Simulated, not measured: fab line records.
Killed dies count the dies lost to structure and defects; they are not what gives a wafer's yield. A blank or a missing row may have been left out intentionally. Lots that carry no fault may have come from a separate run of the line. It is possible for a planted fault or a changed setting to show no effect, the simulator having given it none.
Chamber matching + flow n5-finfet + ald-metal-03 running N5_HKMG_FIN_ALD_21: 4 sister chambers
The step deposits TiN, target thk 1.5 nm, pulse time 1 s, purge time 3 s. 33 wafers are shown with their chamber, then 12 later ones without.

== EACH WAFER AND ITS CHAMBER ==
| wafer  | chamber | heater-power-w (W) | precursor-pulse-height-rel |
|--------|---------|--------------------|----------------------------|
| L074.1 | 1       | 978                | 1.018                      |
| L074.2 | 3       | 754                | 1.018                      |
| L074.3 | 0       | 793                | 0.992                      |
| L076.2 | 3       | 737                | 1.029                      |
| L076.5 | 2       | 854                | 1.019                      |
| L076.6 | 3       | 753                | 1.011                      |
| L077.1 | 0       | 793                | 0.980                      |
| L077.2 | 3       | 740                | 1.007                      |
| L077.5 | 2       | 853                | 1.010                      |
| L078.2 | 3       | 717                | 1.027                      |
| L078.4 | 2       | 855                | 0.978                      |
| L078.6 | 1       | 957                | 1.041                      |
| L079.1 | 0       | 779                | 0.961                      |
| L079.2 | 3       | 722                | 0.994                      |
| L079.4 | 1       | 960                | 0.970                      |
| L080.2 | 3       | 737                | 0.990                      |
| L080.3 | 2       | 858                | 1.006                      |
| L080.6 | 0       | 793                | 0.953                      |
| L082.2 | 3       | 752                | 0.962                      |
| L082.3 | 1       | 961                | 1.008                      |
| L082.6 | 3       | 730                | 1.013                      |
| L083.3 | 0       | 805                | 1.008                      |
| L083.4 | 1       | 985                | 1.012                      |
| L083.5 | 2       | 845                | 1.028                      |
| L085.1 | 0       | 799                | 0.991                      |
| L085.4 | 3       | 745                | 0.987                      |
| L085.5 | 3       | 750                | 1.026                      |
| L087.4 | 2       | 861                | 1.027                      |
| L087.5 | 2       | 868                | 1.008                      |
| L087.6 | 1       | 939                | 1.008                      |
| L089.2 | 0       | 783                | 1.003                      |
| L089.3 | 1       | 942                | 1.046                      |
| L089.6 | 3       | 736                | 0.966                      |

SIGNATURES, as means of the wafers listed above
| reading                    | chamber 0 | chamber 1 | chamber 2 | chamber 3 | scatter within a chamber |
|----------------------------|-----------|-----------|-----------|-----------|--------------------------|
| heater-power-w             | 792.14    | 960.29    | 856.29    | 739.42    | 11.9                     |
| precursor-pulse-height-rel | 0.98400   | 1.01471   | 1.01086   | 1.00250   | 0.0218                   |
Rule: for each reading, subtract the chamber's mean from the wafer's reading, divide by that reading's scatter and square the result; add these up over the readings and take the root, which gives the wafer's distance from the chamber. The wafer belongs to the nearest chamber; if the next one is less than 2 further off, it can't be placed. The scatter is the square root of a quotient: the sum, over the shown wafers, of each reading's squared deviation from its chamber's mean, divided by wafers minus chambers.

== WAFERS WITHOUT THEIR CHAMBER ==
| wafer  | heater-power-w (W) | precursor-pulse-height-rel |
|--------|--------------------|----------------------------|
| L091.1 | 752                | 0.993                      |
| L091.4 | 799                | 0.999                      |
| L091.5 | 742                | 1.016                      |
| L092.1 | 776                | 1.015                      |
| L092.2 | 838                | 0.974                      |
| L092.4 | 754                | 0.986                      |
| L093.1 | 745                | 1.043                      |
| L093.3 | 847                | 1.013                      |
| L093.4 | 799                | 1.010                      |
| L096.1 | 769                | 0.998                      |
| L096.2 | 845                | 0.989                      |
| L096.3 | 971                | 1.017                      |

== THE CHAMBER EACH PASSED THROUGH ==
| wafer  | from the rows above     | in truth |
|--------|-------------------------|----------|
| L091.1 | 3                       | 3        |
| L091.4 | 0                       | 0        |
| L091.5 | 3                       | 3        |
| L092.1 | can't be placed: 0 or 3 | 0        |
| L092.2 | can't be placed: 2 or 0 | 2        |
| L092.4 | can't be placed: 3 or 0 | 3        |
| L093.1 | 3                       | 3        |
| L093.3 | 2                       | 2        |
| L093.4 | 0                       | 0        |
| L096.1 | can't be placed: 0 or 3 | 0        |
| L096.2 | 2                       | 2        |
| L096.3 | 1                       | 1        |
Correct placement for 8 of the 12. From these rows, 4 cannot be placed; in 4 the true chamber is one of the candidates. Wrongly placed: 0.
